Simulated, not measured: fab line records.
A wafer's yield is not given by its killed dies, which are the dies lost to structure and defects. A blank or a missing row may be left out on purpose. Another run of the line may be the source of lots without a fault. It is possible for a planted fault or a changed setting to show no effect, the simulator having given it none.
The tool behind it: which one? || flow nand_harc || 13 lots, 39 wafers sampled, at 6 steps of a route of 1159

## WHAT THE GAUGES SHOWED, per wafer
NHARC_P_STI_INSPECT_11.
{"lot": "L440", "measured": "day 2 07:47", "on": "defect_inspect-01", "raw_defect_count": "1 5 4"}
{"lot": "L441", "measured": "day 2 17:05", "on": "defect_inspect-02", "raw_defect_count": "8 3 7"}
{"lot": "L442", "measured": "day 3 02:00", "on": "defect_inspect-01", "raw_defect_count": "6 7 6"}
{"lot": "L443", "measured": "day 3 02:03", "on": "defect_inspect-01", "raw_defect_count": "5 3 3"}
{"lot": "L445", "measured": "day 3 17:15", "on": "defect_inspect-02", "raw_defect_count": "7 5 6"}
{"lot": "L447", "measured": "day 4 06:15", "on": "defect_inspect-02", "raw_defect_count": "5 4 1"}
{"lot": "L451", "measured": "day 5 01:34", "on": "defect_inspect-02", "raw_defect_count": "5 10 3"}
{"lot": "L453", "measured": "day 5 18:06", "on": "defect_inspect-01", "raw_defect_count": "10 5 8"}
{"lot": "L456", "measured": "day 6 08:47", "on": "defect_inspect-02", "raw_defect_count": "5 2 2"}
{"lot": "L458", "measured": "day 6 23:59", "on": "defect_inspect-01", "raw_defect_count": "2 3 7"}
{"lot": "L460", "measured": "day 7 11:11", "on": "defect_inspect-02", "raw_defect_count": "9 6 6"}
{"lot": "L461", "measured": "day 7 17:18", "on": "defect_inspect-02", "raw_defect_count": "5 4 6"}
{"lot": "L463", "measured": "day 8 06:37", "on": "defect_inspect-01", "raw_defect_count": "7 5 4"}

NHARC_P_GATE_CD_MEAS_11 targets a cd of 1640 nm.
{"lot": "L440", "measured": "day 4 01:04", "on": "cd_sem-03", "cd_nm (nm)": "1640.2 1642.6 1642.7"}
{"lot": "L441", "measured": "day 4 09:13", "on": "cd_sem-01", "cd_nm (nm)": "1639.5 1636.5 1635.9"}
{"lot": "L442", "measured": "day 4 16:51", "on": "cd_sem-03", "cd_nm (nm)": "1640.9 1642.6 1643.7"}
{"lot": "L443", "measured": "day 4 17:01", "on": "cd_sem-03", "cd_nm (nm)": "1641.1 1643.0 1638.5"}
{"lot": "L445", "measured": "day 5 08:00", "on": "cd_sem-03", "cd_nm (nm)": "- - -"}
{"lot": "L447", "measured": "day 5 15:19", "on": "cd_sem-03", "cd_nm (nm)": "1639.4 1639.8 1639.1"}
{"lot": "L451", "measured": "day 6 14:43", "on": "cd_sem-02", "cd_nm (nm)": "1638.0 1636.8 1640.2"}
{"lot": "L453", "measured": "day 7 07:47", "on": "cd_sem-02", "cd_nm (nm)": "1639.5 1639.9 1643.0"}
{"lot": "L456", "measured": "day 7 21:22", "on": "cd_sem-01", "cd_nm (nm)": "1639.2 1640.3 1639.9"}
{"lot": "L458", "measured": "day 8 13:01", "on": "cd_sem-02", "cd_nm (nm)": "1641.5 1642.0 1640.0"}
{"lot": "L460", "measured": "day 9 01:30", "on": "cd_sem-01", "cd_nm (nm)": "1640.1 1640.6 1640.5"}
{"lot": "L461", "measured": "day 9 08:02", "on": "cd_sem-03", "cd_nm (nm)": "1638.5 1640.4 1641.3"}
{"lot": "L463", "measured": "day 9 21:34", "on": "cd_sem-02", "cd_nm (nm)": "1642.6 1639.3 1640.6"}

NHARC_P_GATE_INSPECT_28.
{"lot": "L440", "measured": "day 4 18:19", "on": "defect_inspect-01", "raw_defect_count": "2 2 4"}
{"lot": "L441", "measured": "day 5 01:34", "on": "defect_inspect-01", "raw_defect_count": "9 12 5"}
{"lot": "L442", "measured": "day 5 07:22", "on": "defect_inspect-01", "raw_defect_count": "9 9 11"}
{"lot": "L443", "measured": "day 5 06:48", "on": "defect_inspect-02", "raw_defect_count": "1 5 4"}
{"lot": "L445", "measured": "day 6 02:35", "on": "defect_inspect-02", "raw_defect_count": "5 7 6"}
{"lot": "L447", "measured": "day 6 02:48", "on": "defect_inspect-01", "raw_defect_count": "5 3 2"}
{"lot": "L451", "measured": "day 7 04:38", "on": "defect_inspect-02", "raw_defect_count": "8 6 5"}
{"lot": "L453", "measured": "day 7 21:41", "on": "defect_inspect-02", "raw_defect_count": "9 2 3"}
{"lot": "L456", "measured": "day 8 13:11", "on": "defect_inspect-02", "raw_defect_count": "7 7 10"}
{"lot": "L458", "measured": "day 9 06:58", "on": "defect_inspect-01", "raw_defect_count": "6 5 4"}
{"lot": "L460", "measured": "day 9 18:39", "on": "defect_inspect-01", "raw_defect_count": "7 6 10"}
{"lot": "L461", "measured": "day 9 21:49", "on": "defect_inspect-01", "raw_defect_count": "9 3 6"}
{"lot": "L463", "measured": "day 10 11:30", "on": "defect_inspect-01", "raw_defect_count": "5 2 2"}

NHARC_END_SORT_01.
{"lot": "L445", "measured": "day 21 00:33", "on": "prober-01", "killed_at_array": "23 27 30", "killed_at_other": "0 0 0", "killed_at_periphery": "654 650 647", "killed_dies": "677 677 677", "killed_open": "3 5 4", "killed_short": "2 1 2"}

## WHICH TOOL RAN EACH LOT (tool, then ch and the chambers of the sampled wafers, then the start)
{"lot": "L440", "NHARC_P_GATE_EXPOSE_08": "krf_scanner-04 ch 0, day 4 00:55", "NHARC_P_GATE_ETCH_104": "rie_diel-02 ch 0,3, day 4 18:27"}
{"lot": "L441", "NHARC_P_GATE_EXPOSE_08": "krf_scanner-04 ch 0, day 4 09:04", "NHARC_P_GATE_ETCH_104": "rie_diel-02 ch 1,2, day 5 01:43"}
{"lot": "L442", "NHARC_P_GATE_EXPOSE_08": "krf_scanner-04 ch 0, day 4 16:42", "NHARC_P_GATE_ETCH_104": "rie_diel-02 ch 2,3, day 5 07:31"}
{"lot": "L443", "NHARC_P_GATE_EXPOSE_08": "krf_scanner-02 ch 0, day 4 16:51", "NHARC_P_GATE_ETCH_104": "rie_diel-02 ch 0,1,2, day 5 06:57"}
{"lot": "L445", "NHARC_P_GATE_EXPOSE_08": "krf_scanner-04 ch 0, day 5 07:50", "NHARC_P_GATE_ETCH_104": "rie_diel-07 ch 1,2,3, day 6 02:44"}
{"lot": "L447", "NHARC_P_GATE_EXPOSE_08": "krf_scanner-02 ch 0, day 5 15:09", "NHARC_P_GATE_ETCH_104": "rie_diel-07 ch 0,1,2, day 6 03:01"}
{"lot": "L451", "NHARC_P_GATE_EXPOSE_08": "krf_scanner-02 ch 0, day 6 14:34", "NHARC_P_GATE_ETCH_104": "rie_diel-07 ch 1,2,3, day 7 04:47"}
{"lot": "L453", "NHARC_P_GATE_EXPOSE_08": "krf_scanner-01 ch 0, day 7 07:38", "NHARC_P_GATE_ETCH_104": "rie_diel-06 ch 2,3, day 7 21:50"}
{"lot": "L456", "NHARC_P_GATE_EXPOSE_08": "krf_scanner-01 ch 0, day 7 21:12", "NHARC_P_GATE_ETCH_104": "rie_diel-07 ch 0,2, day 8 13:31"}
{"lot": "L458", "NHARC_P_GATE_EXPOSE_08": "krf_scanner-02 ch 0, day 8 12:51", "NHARC_P_GATE_ETCH_104": "rie_diel-07 ch 1,2, day 9 07:07"}
{"lot": "L460", "NHARC_P_GATE_EXPOSE_08": "krf_scanner-01 ch 0, day 9 01:20", "NHARC_P_GATE_ETCH_104": "rie_diel-02 ch 0,1,3, day 9 18:55"}
{"lot": "L461", "NHARC_P_GATE_EXPOSE_08": "krf_scanner-02 ch 0, day 9 07:53", "NHARC_P_GATE_ETCH_104": "rie_diel-07 ch 1,2,3, day 9 22:03"}
{"lot": "L463", "NHARC_P_GATE_EXPOSE_08": "krf_scanner-04 ch 0, day 9 21:25", "NHARC_P_GATE_ETCH_104": "rie_diel-07 ch 0,1,2, day 10 11:38"}
- NHARC_P_GATE_EXPOSE_08: exposes mask P HV.
- NHARC_P_GATE_ETCH_104: etches the open film in CF4/CHF3, target depth 60 nm.

## AS READ BY THE TOOLS THEMSELVES (means over the sampled wafers that have a number; for cases with no such wafer, the mark the record gives instead)
NHARC_P_GATE_ETCH_104.
{"lot": "L440", "tool": "rie_diel-02", "drypump_motor_current_A (A)": 6.2, "mfc_ar_sccm (sccm)": 0.000, "oes_product_au (a.u.)": 0.959, "rf_vpp_V (V)": 370.9, "showerhead_plenum_p_Torr (Torr)": 1.57, "throttle_valve_pct (%)": 16.805}
{"lot": "L441", "tool": "rie_diel-02", "drypump_motor_current_A (A)": 5.3, "mfc_ar_sccm (sccm)": 0.024, "oes_product_au (a.u.)": 0.927, "rf_vpp_V (V)": 370.8, "showerhead_plenum_p_Torr (Torr)": 1.56, "throttle_valve_pct (%)": 16.798}
{"lot": "L442", "tool": "rie_diel-02", "drypump_motor_current_A (A)": 5.6, "mfc_ar_sccm (sccm)": 0.017, "oes_product_au (a.u.)": 0.916, "rf_vpp_V (V)": 371.0, "showerhead_plenum_p_Torr (Torr)": 1.58, "throttle_valve_pct (%)": 16.806}
{"lot": "L443", "tool": "rie_diel-02", "drypump_motor_current_A (A)": 5.5, "mfc_ar_sccm (sccm)": 0.016, "oes_product_au (a.u.)": 0.962, "rf_vpp_V (V)": 370.0, "showerhead_plenum_p_Torr (Torr)": 1.54, "throttle_valve_pct (%)": 16.786}
{"lot": "L445", "tool": "rie_diel-07", "drypump_motor_current_A (A)": 6.1, "mfc_ar_sccm (sccm)": 0.015, "oes_product_au (a.u.)": 0.921, "rf_vpp_V (V)": 371.1, "showerhead_plenum_p_Torr (Torr)": 1.60, "throttle_valve_pct (%)": 16.796}
{"lot": "L447", "tool": "rie_diel-07", "drypump_motor_current_A (A)": 5.9, "mfc_ar_sccm (sccm)": 0.000, "oes_product_au (a.u.)": 0.936, "rf_vpp_V (V)": 373.1, "showerhead_plenum_p_Torr (Torr)": 1.64, "throttle_valve_pct (%)": 16.797}
{"lot": "L451", "tool": "rie_diel-07", "drypump_motor_current_A (A)": 6.1, "mfc_ar_sccm (sccm)": 0.015, "oes_product_au (a.u.)": 0.972, "rf_vpp_V (V)": 371.4, "showerhead_plenum_p_Torr (Torr)": 1.60, "throttle_valve_pct (%)": 16.801}
{"lot": "L453", "tool": "rie_diel-06", "drypump_motor_current_A (A)": 5.7, "mfc_ar_sccm (sccm)": 0.009, "oes_product_au (a.u.)": 0.934, "rf_vpp_V (V)": 372.2, "showerhead_plenum_p_Torr (Torr)": 1.62, "throttle_valve_pct (%)": 16.796}
{"lot": "L456", "tool": "rie_diel-07", "drypump_motor_current_A (A)": 6.0, "mfc_ar_sccm (sccm)": 0.000, "oes_product_au (a.u.)": 0.924, "rf_vpp_V (V)": 371.8, "showerhead_plenum_p_Torr (Torr)": 1.63, "throttle_valve_pct (%)": 16.809}
{"lot": "L458", "tool": "rie_diel-07", "drypump_motor_current_A (A)": 6.0, "mfc_ar_sccm (sccm)": 0.000, "oes_product_au (a.u.)": 0.924, "rf_vpp_V (V)": 372.0, "showerhead_plenum_p_Torr (Torr)": 1.65, "throttle_valve_pct (%)": 16.800}
{"lot": "L460", "tool": "rie_diel-02", "drypump_motor_current_A (A)": 5.9, "mfc_ar_sccm (sccm)": 0.007, "oes_product_au (a.u.)": 0.920, "rf_vpp_V (V)": 370.1, "showerhead_plenum_p_Torr (Torr)": 1.54, "throttle_valve_pct (%)": 16.800}
{"lot": "L461", "tool": "rie_diel-07", "drypump_motor_current_A (A)": 6.1, "mfc_ar_sccm (sccm)": 0.015, "oes_product_au (a.u.)": 0.927, "rf_vpp_V (V)": 371.4, "showerhead_plenum_p_Torr (Torr)": 1.59, "throttle_valve_pct (%)": 16.807}
{"lot": "L463", "tool": "rie_diel-07", "drypump_motor_current_A (A)": 5.9, "mfc_ar_sccm (sccm)": 0.000, "oes_product_au (a.u.)": 0.968, "rf_vpp_V (V)": 372.7, "showerhead_plenum_p_Torr (Torr)": 1.63, "throttle_valve_pct (%)": 16.813}

## THE ANSWER, worked out from the rows above alone
Rule: what is usual is taken from the lots themselves. Put in order of their means at a reading, lots are off if they are a third of the lots or fewer, leave a main group of 4 or more, and stand apart from it by a gap of 3 or more times the standard deviation of the main group's means; of several such gaps the widest counts. If all means in a main group match to the digits the tables above print for the reading, that group is not used. Also off: a lot with no number at a reading for which 4 or more lots have one. Any other lot the step has rows for is counted as sound. The gauges are gone through in route order, then the tools' own readings, and for those a lot's mean is taken as printed above. At the first step where some lot is off, the reading lying furthest off is the one used; lots without a number count as furthest.
Off: L445, at NHARC_P_GATE_CD_MEAS_11 (cd_nm). Without a number there: L445. Main group: mean 1640.3 nm, sd 1.4.
If a tool, at a process step before that reading, ran all the lots that are off and no sound lot after the first of them, it fits. Gauges at NHARC_P_GATE_CD_MEAS_11: tried the same way as those tools. Of those tried, none fits.

## WHAT WAS PUT IN BY THE SIMULATOR
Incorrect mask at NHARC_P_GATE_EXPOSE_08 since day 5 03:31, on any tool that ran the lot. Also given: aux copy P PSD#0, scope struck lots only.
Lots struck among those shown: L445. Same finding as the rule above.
